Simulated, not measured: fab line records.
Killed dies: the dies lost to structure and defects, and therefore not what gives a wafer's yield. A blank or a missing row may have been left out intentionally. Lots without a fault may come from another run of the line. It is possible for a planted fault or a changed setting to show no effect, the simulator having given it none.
Lot-split experiment | flow n5 finfet | on a route of 1938 steps: 7 lots, 21 wafers read

== ON THE SPLIT ==
At N5_BEOL_M7_COAT_60 (time 60 s, resist thk 35 nm), the setting spin rpm was moved away from the recipe's 1500 rpm on 7 of the 21 wafers read, by -6.3% to +8.8%. The other wafers ran this setting at the recipe's value.

== FROM THE SPLIT TO THE READING: what the file shows between them, 4 steps ==
- N5_BEOL_M7_COAT_05: resist thk 90 nm
- N5_BEOL_M7_EBR_07
- N5_BEOL_M7_DESCUM_16: chemistry O2, time 7.9 s
- N5_BEOL_M7_ETCH_61: etches SiARC in CF4, target depth 45.5 nm, time 75.8 s

== THE READING ==
SiARC_of_BEOL_M7_COAT_60.thk nm (the simulator's own value, which no gauge read), in nm, at N5_BEOL_M7_ETCH_62 (etches SOC in N2/H2, target depth 110 nm, overetch 22 nm, time 165 s). The file does not state a usual value for it. Here, 14 wafers ran the recipe; their average is 28.2 nm with a standard deviation of 0.35 nm.

wafer  | tool, chamber at the split | spin rpm as run, rpm | against the recipe | SiARC_of_BEOL_M7_COAT_60.thk nm, nm | against lot-mates on the recipe
L077.1 | litho track-04, 0          | 1500                 | recipe             | 28.2                                | -
L077.2 | litho track-04, 0          | 1405                 | -6.3%              | 29.2                                | +1.0
L077.5 | litho track-04, 0          | 1405                 | -6.3%              | 29.6                                | +1.4
L078.1 | litho track-01, 0          | 1500                 | recipe             | 28.4                                | -
L078.4 | litho track-01, 0          | 1613                 | +7.5%              | 26.8                                | -1.5
L078.6 | litho track-01, 0          | 1500                 | recipe             | 28.2                                | -
L086.2 | litho track-02, 0          | 1500                 | recipe             | 28.4                                | -
L086.4 | litho track-02, 0          | 1500                 | recipe             | 27.8                                | -
L086.5 | litho track-02, 0          | 1500                 | recipe             | 28.6                                | -
L087.2 | litho track-02, 0          | 1500                 | recipe             | 27.8                                | -
L087.3 | litho track-02, 0          | 1500                 | recipe             | 28.6                                | -
L087.5 | litho track-02, 0          | 1500                 | recipe             | 27.6                                | -
L093.1 | litho track-02, 0          | 1500                 | recipe             | 28.8                                | -
L093.2 | litho track-02, 0          | 1500                 | recipe             | 28.4                                | -
L093.6 | litho track-02, 0          | 1426                 | -4.9%              | 29.6                                | +1.0
L094.3 | litho track-04, 0          | 1632                 | +8.8%              | 26.6                                | -1.6
L094.4 | litho track-04, 0          | 1632                 | +8.8%              | 26.8                                | -1.4
L094.5 | litho track-04, 0          | 1500                 | recipe             | 28.2                                | -
L097.3 | litho track-02, 0          | 1561                 | +4.1%              | 27.4                                | -0.5
L097.4 | litho track-02, 0          | 1500                 | recipe             | 28                                  | -
L097.6 | litho track-02, 0          | 1500                 | recipe             | 27.8                                | -

FIT RESULTS
A straight line over all 21 wafers: SiARC_of_BEOL_M7_COAT_60.thk nm changes by -0.189 nm for each +1% of spin rpm; r = -0.92; the points scatter about the line by 0.33 nm.
The same after taking each lot's own level away (the mean of its wafers on the recipe; 21 wafers): -0.181 nm for each +1%; r = -0.95; scatter 0.25 nm.
On that fit, the largest move of spin rpm shifts the reading by 1.6 nm.
The span of the lots' own levels, 27.90 to 28.60 nm, comes to 2.0 times the standard deviation stated above.
So the lot-to-lot level changes the slope little: the two slopes agree.
Check: for one of the wafers moved furthest among these (+8.8%), held out of the fit, the line's prediction against its lot-mates is -1.56 nm. It came out at -1.6 nm against them.

== THESE WAFERS: OTHER SPLITS ==
Before the reading, these wafers also passed through other splits. Each is held against what the fit with the lots' levels taken away leaves over:
other split on the same wafers    | wafers away from the commonest value | r with SiARC_of_BEOL_M7_COAT_60.thk nm (lot level and that fit taken away)
N5_BEOL_M3_ETCH_41 target depth a | 5                                    | +0.04
N5_BEOL_M4_EXPOSE_25 dose mj      | 7                                    | +0.20
N5_BEOL_M4_DESCUM_33 time s       | 8                                    | -0.04
N5_BEOL_M5_COAT_74 spin rpm       | 8                                    | +0.26
N5_BEOL_M5_EXPOSE_25 dose mj      | 6                                    | -0.04
N5_BEOL_M6_PECVD_70 time s        | 7                                    | -0.19
N5_BEOL_M7_PECVD_70 temp c        | 7                                    | +0.18

== THE WHOLE CHAIN: every reading that the file lists as answering this split, in the file's order ==
step               | what it does                                                         | reading                                                                            | change (the file's fit)               | r (the file's)
N5_BEOL_M7_COAT_60 | time 60 s, resist thk 35 nm                                          | SiARC_of_BEOL_M7_COAT_60.thk nm (the simulator's own value, which no gauge read)   | -0.168 nm for each +1% of the setting | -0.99
N5_BEOL_M7_ETCH_61 | etches SiARC in CF4, target depth 45.5 nm, time 75.8 s               | etch.depth nm (the simulator's own value, which no gauge read)                     | -0.174 nm for each +1% of the setting | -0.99
N5_BEOL_M7_ETCH_61 | etches SiARC in CF4, target depth 45.5 nm, time 75.8 s               | CAR-ArF_of_BEOL_M7_COAT_05.thk nm (the simulator's own value, which no gauge read) | +0.171 nm for each +1% of the setting | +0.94
N5_BEOL_M7_ETCH_62 | etches SOC in N2/H2, target depth 110 nm, overetch 22 nm, time 165 s | SiARC_of_BEOL_M7_COAT_60.thk nm (the simulator's own value, which no gauge read)   | -0.182 nm for each +1% of the setting | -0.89

== THE FILE'S OWN FIT ==
SiARC_of_BEOL_M7_COAT_60.thk nm changes by -0.182 nm for each +1% of spin rpm, r = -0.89.
